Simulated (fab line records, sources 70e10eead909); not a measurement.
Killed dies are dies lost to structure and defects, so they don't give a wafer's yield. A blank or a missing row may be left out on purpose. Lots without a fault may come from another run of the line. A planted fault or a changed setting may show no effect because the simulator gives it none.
One fault seen from 3 desks | flow nand_harc | each desk has only its own numbers; what lay behind them comes last

THE METROLOGY DESK
What the gauges read, lot by lot, whatever tool the lot ran on: means of the sampled wafers that have a number. A lot is out of limits, marked OUT, if its mean lies more than 4 standard deviations from the usual mean; the brackets give that distance.
Columns: A = cd_nm at NHARC_A_CHANNEL_HOLE_D1_CD_MEAS_10, usual 100.1 nm; B = overlay_x_nm at NHARC_A_CHANNEL_HOLE_D1_OVL_MEAS_11, usual 0.1 nm; C = overlay_y_nm at NHARC_A_CHANNEL_HOLE_D1_OVL_MEAS_11, usual 0.1 nm
lot  | first seen here | A     | B    | C
L195 | day 8 14:39     | 100.3 | 0.0  | 0.3
L196 | day 8 15:32     | 100.3 | 0.2  | -0.3
L202 | day 10 09:14    | 99.8  | -0.3 | -0.4
L207 | day 11 06:02    | 99.7  | -0.3 | -0.7
L205 | day 11 07:51    | 100.0 | 0.4  | 1.1
L214 | day 13 02:47    | 100.2 | -0.3 | 0.7
L216 | day 14 00:56    | 99.7  | 0.4  | -0.4
This desk's finding: nothing out of limits on any of the 7 lots.

THE TOOL OWNER'S DESK: rie_diel-08
The tool's own readings at NHARC_A_CHANNEL_HOLE_D1_ETCH_39 (etches the open film in N2/H2, target depth 260 nm, time 325 s): means of the sampled wafers that have a number, for each lot that ran on this tool. A lot is out of limits, marked OUT, if its mean lies more than 4 standard deviations from the usual mean; the brackets give that distance.
Columns: A = drypump_motor_current_A at NHARC_A_CHANNEL_HOLE_D1_ETCH_39, usual 5.8 A; B = oes_product_au at NHARC_A_CHANNEL_HOLE_D1_ETCH_39, usual 1.000 a.u.; C = rf_vpp_V at NHARC_A_CHANNEL_HOLE_D1_ETCH_39, usual 429.9 V; D = run_length_s at NHARC_A_CHANNEL_HOLE_D1_ETCH_39, usual 346.3 s; E = showerhead_plenum_p_Torr at NHARC_A_CHANNEL_HOLE_D1_ETCH_39, usual 2.02 Torr; F = throttle_valve_pct at NHARC_A_CHANNEL_HOLE_D1_ETCH_39, usual 14.172 %
lot  | first seen here | A   | B     | C     | D                       | E    | F
L196 | day 8 15:55     | 6.0 | 0.996 | 431.3 | 346.6                   | 2.06 | 14.172
L202 | day 10 09:35    | 6.1 | 1.003 | 431.1 | 273.6 (-99 or more) OUT | 2.04 | 14.165
L207 | day 11 06:24    | 5.5 | 0.998 | 429.6 | 310.1 (-93) OUT         | 2.04 | 14.168
L205 | day 11 08:17    | 5.7 | 1.007 | 430.8 | 309.6 (-94) OUT         | 2.08 | 14.174
This desk's finding: out of limits on L202, L205, L207; first on L202, day 10 09:35 (run_length_s at NHARC_A_CHANNEL_HOLE_D1_ETCH_39). In limits: L196.

THE DEFECT DESK
What the inspections along the route counted, lot by lot: means of the sampled wafers that have a number. A lot is out of limits, marked OUT, if its mean lies more than 4 standard deviations from the usual mean; the brackets give that distance.
Columns: A = raw_defect_count at NHARC_A_CHANNEL_HOLE_D1_INSPECT_12, usual 5.3
lot  | first seen here | A
L195 | day 8 14:46     | 9.7
L196 | day 8 15:40     | 4.7
L202 | day 10 09:21    | 3.0
L207 | day 11 06:10    | 6.0
L205 | day 11 07:58    | 4.5
L214 | day 13 02:54    | 5.7
L216 | day 14 01:03    | 6.7
This desk's finding: nothing out of limits on any of the 7 lots.

PUT TOGETHER
The tool owner's desk could have raised an alarm at day 10 09:35, on L202, L205, L207.
The metrology desk saw nothing out of limits.
The defect desk saw nothing out of limits.
The metrology desk has L202, L205, L207 on record, within its limits.
The defect desk has L202, L205, L207 on record, within its limits.
Of the lots named, all ran NHARC_A_CHANNEL_HOLE_D1_ETCH_39 on rie_diel-08.

WHAT THE SIMULATOR HAD PUT IN
Process parameter drift: rie_diel-08, from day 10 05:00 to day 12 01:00, at NHARC_A_CHANNEL_HOLE_D1_ETCH_39. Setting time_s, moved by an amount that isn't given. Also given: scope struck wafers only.
Lots struck among those shown: L202, L205, L207.
Hours from the fault's start to each desk's first reading out of limits: the tool owner's desk, 5.
